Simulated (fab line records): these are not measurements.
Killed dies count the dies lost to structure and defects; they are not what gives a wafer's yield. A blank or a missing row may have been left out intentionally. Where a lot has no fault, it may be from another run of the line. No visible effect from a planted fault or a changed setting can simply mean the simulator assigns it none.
Chamber matching :: flow nand_harc :: NHARC_P_M2_DEP_33 on pecvd-04 has 3 sister chambers
The step deposits SiCN, target thk 30 nm. 14 wafers are shown with their chamber, then 7 later ones without.

## WAFERS WITH THEIR CHAMBER
wafer: L075.1
chamber: 2
heater_power_w (W): 647
susceptor_temp_C (C): 370.03

wafer: L075.2
chamber: 1
heater_power_w (W): 579
susceptor_temp_C (C): 370.16

wafer: L075.4
chamber: 2
heater_power_w (W): 643
susceptor_temp_C (C): 370.07

wafer: L076.1
chamber: 1
heater_power_w (W): 542
susceptor_temp_C (C): 369.98

wafer: L076.3
chamber: 2
heater_power_w (W): 608
susceptor_temp_C (C): 370.46

wafer: L076.5
chamber: 1
heater_power_w (W): 553
susceptor_temp_C (C): 369.98

wafer: L077.1
chamber: 1
heater_power_w (W): 577
susceptor_temp_C (C): 370.31

wafer: L077.3
chamber: 2
heater_power_w (W): 712
susceptor_temp_C (C): 370.06

wafer: L077.4
chamber: 1
heater_power_w (W): 597
susceptor_temp_C (C): 369.97

wafer: L081.1
chamber: 0
heater_power_w (W): 781
susceptor_temp_C (C): 370.00

wafer: L081.3
chamber: 1
heater_power_w (W): 559
susceptor_temp_C (C): 370.09

wafer: L081.4
chamber: 2
heater_power_w (W): 628
susceptor_temp_C (C): 370.17

wafer: L083.2
chamber: 2
heater_power_w (W): 644
susceptor_temp_C (C): 369.81

wafer: L083.4
chamber: 1
heater_power_w (W): 557
susceptor_temp_C (C): 370.26

SIGNATURES (averages over the wafers above)
reading: heater_power_w
chamber 0: 781.00
chamber 1: 566.29
chamber 2: 647.00
scatter within a chamber: 27.4

reading: susceptor_temp_C
chamber 0: 370.0000
chamber 1: 370.1071
chamber 2: 370.1000
scatter within a chamber: 0.177
Rule: distance of a wafer from a chamber = root of the sum over the readings of ((wafer's reading minus chamber's mean) / reading's scatter) squared. The wafer belongs to the nearest chamber; if the next one is less than 2 further off, it can't be placed. How the scatter is found: for the shown wafers, subtract from each reading the mean of its chamber, square and add these, divide the total by (wafers less chambers), then take the root.

## WAFERS WITHOUT THEIR CHAMBER
wafer: L083.5
heater_power_w (W): 669
susceptor_temp_C (C): 369.98

wafer: L086.1
heater_power_w (W): 517
susceptor_temp_C (C): 370.13

wafer: L086.2
heater_power_w (W): 776
susceptor_temp_C (C): 370.21

wafer: L086.4
heater_power_w (W): 675
susceptor_temp_C (C): 370.07

wafer: L094.1
heater_power_w (W): 544
susceptor_temp_C (C): 370.49

wafer: L094.3
heater_power_w (W): 623
susceptor_temp_C (C): 370.16

wafer: L094.4
heater_power_w (W): 620
susceptor_temp_C (C): 370.00

## WHICH CHAMBER EACH ONE RAN IN
wafer: L083.5
from the rows above: 2
in truth: 2

wafer: L086.1
from the rows above: 1
in truth: 1

wafer: L086.2
from the rows above: 0
in truth: 0

wafer: L086.4
from the rows above: 2
in truth: 2

wafer: L094.1
from the rows above: 1
in truth: 1

wafer: L094.3
from the rows above: can't be placed: 2 or 1
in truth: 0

wafer: L094.4
from the rows above: can't be placed: 2 or 1
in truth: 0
Correct placement for 5 of the 7. Not placeable from these rows: 2 (in 0, the candidates include the true chamber). 0 placed wrongly.
